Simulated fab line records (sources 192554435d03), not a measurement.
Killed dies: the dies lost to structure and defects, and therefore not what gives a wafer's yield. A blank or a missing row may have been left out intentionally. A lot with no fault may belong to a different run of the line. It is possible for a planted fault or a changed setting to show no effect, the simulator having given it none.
Chamber matching    flow n5_finfet    N5_GATE_CUT_HM_OPEN_40 on rie_diel-01: 4 sister chambers
The step chemistry C4F6/O2, target SiO2, target depth 139 nm, time 85.1 s. 18 wafers are shown with their chamber, then 9 later ones without.

== WAFERS, EACH WITH ITS CHAMBER ==
wafer   chamber  drypump_motor_current_A (A)  throttle_valve_pct (%)  rf_vpp_V (V)
L074.2  1        6.2                          20.71                   664
L074.3  2        5.1                          20.64                   664
L074.4  0        6.1                          21.39                   695
L075.1  2        5.1                          20.66                   662
L075.4  1        6.2                          20.71                   665
L075.5  2        5.1                          20.64                   661
L076.3  2        5.1                          20.65                   664
L076.4  1        6.2                          20.71                   665
L076.5  1        6.1                          20.73                   664
L077.3  0        6.1                          21.41                   696
L077.4  3        6.3                          21.05                   660
L077.5  2        5.1                          20.66                   664
L084.2  2        5.1                          20.67                   663
L084.4  1        6.2                          20.75                   665
L084.5  3        6.4                          21.07                   659
L085.1  2        5.1                          20.68                   662
L085.3  0        6.1                          21.41                   697
L085.6  3        6.4                          21.09                   658

SIGNATURES (means of the wafers above)
reading                  chamber 0  chamber 1  chamber 2  chamber 3  scatter within a chamber
drypump_motor_current_A  6.100      6.180      5.100      6.367      0.0324
throttle_valve_pct       21.4033    20.7220    20.6571    21.0700    0.0162
rf_vpp_V                 696.00     664.60     662.86     659.00     1
Rule: for each reading, subtract the chamber's mean from the wafer's reading, divide by that reading's scatter and square the result; add these up over the readings and take the root, which gives the wafer's distance from the chamber. The wafer belongs to the nearest chamber; if the next one is less than 2 further off, it can't be placed. The scatter: the root of (the sum of the squares of (reading less its chamber's mean) over the shown wafers, divided by (wafers less chambers)).

== WAFERS WITHOUT THEIR CHAMBER ==
wafer   drypump_motor_current_A (A)  throttle_valve_pct (%)  rf_vpp_V (V)
L089.1  5.1                          20.69                   663
L089.3  6.1                          21.42                   696
L089.4  6.4                          21.08                   659
L096.1  5.1                          20.71                   664
L096.2  6.3                          21.09                   658
L096.4  5.1                          20.70                   663
L097.3  5.2                          20.73                   662
L097.5  5.1                          20.72                   661
L097.6  6.2                          20.78                   664

== WHICH CHAMBER EACH WENT THROUGH ==
wafer   from the rows above  in truth
L089.1  2                    2
L089.3  0                    0
L089.4  3                    3
L096.1  2                    2
L096.2  3                    3
L096.4  2                    2
L097.3  2                    2
L097.5  2                    2
L097.6  1                    1
Correctly placed: 9 of 9. Not placeable from these rows: 0. Placed wrongly: 0.
